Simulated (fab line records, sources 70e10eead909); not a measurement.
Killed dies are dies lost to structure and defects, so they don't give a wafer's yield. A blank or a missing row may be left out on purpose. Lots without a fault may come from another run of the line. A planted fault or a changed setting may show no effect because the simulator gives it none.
Chamber matching | flow nand_harc | NHARC_P_M0_DEP_32 on pecvd-01: 3 sister chambers
The step deposits SiCN, target thk 30 nm. 6 wafers are shown with their chamber, then 8 later ones without.

WAFERS WITH THEIR CHAMBER
wafer  | chamber | heater_power_w (W)
L085.3 | 1       | 691
L085.6 | 2       | 510
L091.1 | 2       | 508
L091.2 | 0       | 560
L091.5 | 0       | 573
L090.2 | 1       | 667

WAFERS WITHOUT THEIR CHAMBER
wafer  | heater_power_w (W)
L090.4 | 547
L090.6 | 606
L092.1 | 682
L092.3 | 518
L092.4 | 548
L097.1 | 525
L097.2 | 595
L097.5 | 689

WHICH CHAMBER EACH WENT THROUGH
wafer  | from the rows above     | in truth
L090.4 | can't be placed: 0 or 2 | 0
L090.6 | 0                       | 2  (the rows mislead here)
L092.1 | 1                       | 1
L092.3 | 2                       | 2
L092.4 | can't be placed: 0 or 2 | 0
L097.1 | 2                       | 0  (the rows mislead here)
L097.2 | 0                       | 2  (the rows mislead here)
L097.5 | 1                       | 1
Placed correctly: 3 of 8. Can't be placed from these rows: 2 (the true chamber is among the candidates in 2). Placed wrongly: 3.
How it was worked out, from the rows above alone: a wafer's distance from a chamber is the root of the sum, over the readings, of the square of ((its reading less the chamber's mean) divided by the reading's scatter). The wafer belongs to the nearest chamber; if the next one is less than 2 further off, it can't be placed. A chamber's mean is the mean of its shown wafers. The scatter: the root of (the sum of the squares of (reading less its chamber's mean) over the shown wafers, divided by (wafers less chambers)).
